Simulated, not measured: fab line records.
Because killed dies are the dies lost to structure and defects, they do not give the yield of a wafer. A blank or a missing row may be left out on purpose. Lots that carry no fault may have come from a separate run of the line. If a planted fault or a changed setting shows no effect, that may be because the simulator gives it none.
Matching of chambers + flow nand-harc + rie-diel-04 running NHARC_A_STAIRCASE_ETCH_236: 4 sister chambers
The step etches the open film in C4F8/O2, target depth 100 nm, time 40.5 s. 4 wafers are shown with their chamber, then 8 later ones without.

WAFERS WITH THEIR CHAMBER
| wafer  | chamber | rf-vpp-V (V) |
|--------|---------|--------------|
| L273.3 | 1       | 892          |
| L277.2 | 3       | 900          |
| L277.3 | 0       | 889          |
| L286.1 | 2       | 891          |

WAFERS WHOSE CHAMBER IS MISSING
| wafer  | rf-vpp-V (V) |
|--------|--------------|
| L286.3 | 889          |
| L286.6 | 891          |
| L288.1 | 889          |
| L288.2 | 900          |
| L288.3 | 890          |
| L289.4 | 900          |
| L289.5 | 892          |
| L289.6 | 900          |

CHAMBER TAKEN BY EACH
| wafer  | from the rows above     | in truth                   |
|--------|-------------------------|----------------------------|
| L286.3 | 0                       | 0                          |
| L286.6 | 2                       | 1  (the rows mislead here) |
| L288.1 | 0                       | 0                          |
| L288.2 | 3                       | 3                          |
| L288.3 | can't be placed: 0 or 2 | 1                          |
| L289.4 | 3                       | 3                          |
| L289.5 | 1                       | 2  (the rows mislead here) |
| L289.6 | 3                       | 3                          |
5 of 8 placed correctly. These rows do not allow placing 1 (true chamber among the candidates in 0). Number placed wrongly: 2.
How it was worked out, from the rows above alone: a wafer's distance from a chamber is the root of the sum, over the readings, of the square of ((its reading less the chamber's mean) divided by the reading's scatter). If the next closest chamber is less than 2 further off than the closest, the wafer can't be placed; otherwise it belongs to the closest. A chamber's mean is the mean of its shown wafers. The scatter: root of mean squared gap, hidden wafer to nearest shown wafer, with one shown wafer a chamber.
